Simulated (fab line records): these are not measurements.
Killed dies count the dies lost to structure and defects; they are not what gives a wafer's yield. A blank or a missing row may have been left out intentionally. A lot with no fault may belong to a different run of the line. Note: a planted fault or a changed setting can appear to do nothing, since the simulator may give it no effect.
Matching of chambers || flow nand harc || NHARC_A_STAIRCASE_ALD_420 on ald hk-01: 4 sister chambers
The step deposits SiO2, target thk 20 nm, pulse time 6 s, ald cycles 200. 18 wafers are shown with their chamber, then 9 later ones without.

WAFERS PAIRED WITH THEIR CHAMBERS
{"wafer": "L596.3", "chamber": 1, "heater power w (W)": 424, "precursor pulse height rel": 0.980}
{"wafer": "L596.4", "chamber": 2, "heater power w (W)": 534, "precursor pulse height rel": 1.007}
{"wafer": "L596.6", "chamber": 2, "heater power w (W)": 528, "precursor pulse height rel": 0.988}
{"wafer": "L597.1", "chamber": 1, "heater power w (W)": 415, "precursor pulse height rel": 1.004}
{"wafer": "L597.2", "chamber": 0, "heater power w (W)": 472, "precursor pulse height rel": 1.013}
{"wafer": "L597.5", "chamber": 1, "heater power w (W)": 411, "precursor pulse height rel": 1.006}
{"wafer": "L599.1", "chamber": 3, "heater power w (W)": 472, "precursor pulse height rel": 0.998}
{"wafer": "L599.3", "chamber": 2, "heater power w (W)": 535, "precursor pulse height rel": 1.000}
{"wafer": "L599.6", "chamber": 3, "heater power w (W)": 498, "precursor pulse height rel": 1.041}
{"wafer": "L600.1", "chamber": 0, "heater power w (W)": 470, "precursor pulse height rel": 0.968}
{"wafer": "L600.3", "chamber": 3, "heater power w (W)": 493, "precursor pulse height rel": 1.053}
{"wafer": "L600.4", "chamber": 2, "heater power w (W)": 527, "precursor pulse height rel": 0.964}
{"wafer": "L602.2", "chamber": 1, "heater power w (W)": 407, "precursor pulse height rel": 0.946}
{"wafer": "L602.3", "chamber": 0, "heater power w (W)": 486, "precursor pulse height rel": 0.986}
{"wafer": "L602.6", "chamber": 1, "heater power w (W)": 419, "precursor pulse height rel": 1.000}
{"wafer": "L604.3", "chamber": 3, "heater power w (W)": 491, "precursor pulse height rel": 0.996}
{"wafer": "L604.4", "chamber": 1, "heater power w (W)": 413, "precursor pulse height rel": 0.999}
{"wafer": "L604.6", "chamber": 2, "heater power w (W)": 531, "precursor pulse height rel": 1.024}

SIGNATURES (averages over the wafers above)
{"reading": "heater power w", "chamber 0": 476.00, "chamber 1": 414.83, "chamber 2": 531.00, "chamber 3": 488.50, "scatter within a chamber": 7.43}
{"reading": "precursor pulse height rel", "chamber 0": 0.98900, "chamber 1": 0.98917, "chamber 2": 0.99660, "chamber 3": 1.02200, "scatter within a chamber": 0.0243}
Rule: for a wafer and a chamber, the distance is found by dividing, reading by reading, the gap between the wafer's reading and the chamber's mean by the reading's scatter, squaring, summing and taking the root. If the next closest chamber is less than 2 further off than the closest, the wafer can't be placed; otherwise it belongs to the closest. The scatter: take each reading less its chamber's mean, square it, sum over the shown wafers, divide by the number of wafers less the number of chambers, and take the root.

WAFERS WITH NO CHAMBER GIVEN
{"wafer": "L609.2", "heater power w (W)": 472, "precursor pulse height rel": 0.982}
{"wafer": "L609.3", "heater power w (W)": 460, "precursor pulse height rel": 0.959}
{"wafer": "L609.6", "heater power w (W)": 471, "precursor pulse height rel": 0.990}
{"wafer": "L615.2", "heater power w (W)": 430, "precursor pulse height rel": 0.975}
{"wafer": "L615.5", "heater power w (W)": 418, "precursor pulse height rel": 0.999}
{"wafer": "L615.6", "heater power w (W)": 555, "precursor pulse height rel": 0.992}
{"wafer": "L616.1", "heater power w (W)": 468, "precursor pulse height rel": 1.007}
{"wafer": "L616.2", "heater power w (W)": 488, "precursor pulse height rel": 0.977}
{"wafer": "L616.4", "heater power w (W)": 545, "precursor pulse height rel": 0.991}

WHICH CHAMBER EACH WENT THROUGH
{"wafer": "L609.2", "from the rows above": 0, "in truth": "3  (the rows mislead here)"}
{"wafer": "L609.3", "from the rows above": 0, "in truth": 0}
{"wafer": "L609.6", "from the rows above": 0, "in truth": 0}
{"wafer": "L615.2", "from the rows above": 1, "in truth": 1}
{"wafer": "L615.5", "from the rows above": 1, "in truth": 1}
{"wafer": "L615.6", "from the rows above": 2, "in truth": 2}
{"wafer": "L616.1", "from the rows above": "can't be placed: 0 or 3", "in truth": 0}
{"wafer": "L616.2", "from the rows above": "can't be placed: 0 or 3", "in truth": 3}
{"wafer": "L616.4", "from the rows above": 2, "in truth": 2}
Placed correctly: 6 of 9. From these rows, 2 cannot be placed; in 2 the true chamber is one of the candidates. Number placed wrongly: 1.
